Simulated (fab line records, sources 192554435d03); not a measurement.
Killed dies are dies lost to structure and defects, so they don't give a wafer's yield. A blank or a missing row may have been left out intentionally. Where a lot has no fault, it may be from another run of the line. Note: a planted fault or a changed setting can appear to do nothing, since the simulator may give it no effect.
Matching of chambers / flow n5_finfet / N5_MOL_CONTACT_COAG_ETCH_89 on rie_diel-03 has 4 sister chambers
The step etches underlayer in N2/H2, target depth 13 nm, time 10.4 s. 4 wafers are shown with their chamber, then 10 later ones without.

WAFERS PAIRED WITH THEIR CHAMBERS
wafer=L086.2; chamber=2; showerhead_plenum_p_Torr (Torr)=2.42
wafer=L086.3; chamber=3; showerhead_plenum_p_Torr (Torr)=2.40
wafer=L090.2; chamber=1; showerhead_plenum_p_Torr (Torr)=2.65
wafer=L090.5; chamber=0; showerhead_plenum_p_Torr (Torr)=2.52

WAFERS WHOSE CHAMBER IS MISSING
wafer=L090.6; showerhead_plenum_p_Torr (Torr)=2.40
wafer=L094.3; showerhead_plenum_p_Torr (Torr)=2.51
wafer=L094.4; showerhead_plenum_p_Torr (Torr)=2.41
wafer=L094.6; showerhead_plenum_p_Torr (Torr)=2.40
wafer=L095.4; showerhead_plenum_p_Torr (Torr)=2.41
wafer=L095.5; showerhead_plenum_p_Torr (Torr)=2.51
wafer=L095.6; showerhead_plenum_p_Torr (Torr)=2.64
wafer=L096.1; showerhead_plenum_p_Torr (Torr)=2.64
wafer=L096.2; showerhead_plenum_p_Torr (Torr)=2.40
wafer=L096.6; showerhead_plenum_p_Torr (Torr)=2.51

WHICH CHAMBER EACH ONE RAN IN
wafer=L090.6; from the rows above=3; in truth=3
wafer=L094.3; from the rows above=0; in truth=0
wafer=L094.4; from the rows above=can't be placed: 2 or 3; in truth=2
wafer=L094.6; from the rows above=3; in truth=3
wafer=L095.4; from the rows above=can't be placed: 2 or 3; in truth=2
wafer=L095.5; from the rows above=0; in truth=0
wafer=L095.6; from the rows above=1; in truth=1
wafer=L096.1; from the rows above=1; in truth=1
wafer=L096.2; from the rows above=3; in truth=3
wafer=L096.6; from the rows above=0; in truth=0
Placed correctly: 8 of 10. Cannot be placed on the basis of these rows: 2; the candidates contain the true chamber in 2. 0 placed wrongly.
How it was worked out, from the rows above alone: a wafer's distance from a chamber is the root of the sum, over the readings, of the square of ((its reading less the chamber's mean) divided by the reading's scatter). If the next closest chamber is less than 2 further off than the closest, the wafer can't be placed; otherwise it belongs to the closest. Each chamber's mean is taken over the wafers shown for it. The scatter: with one shown wafer a chamber, the root of the mean of the squares of how far each hidden wafer lies from its nearest shown one.
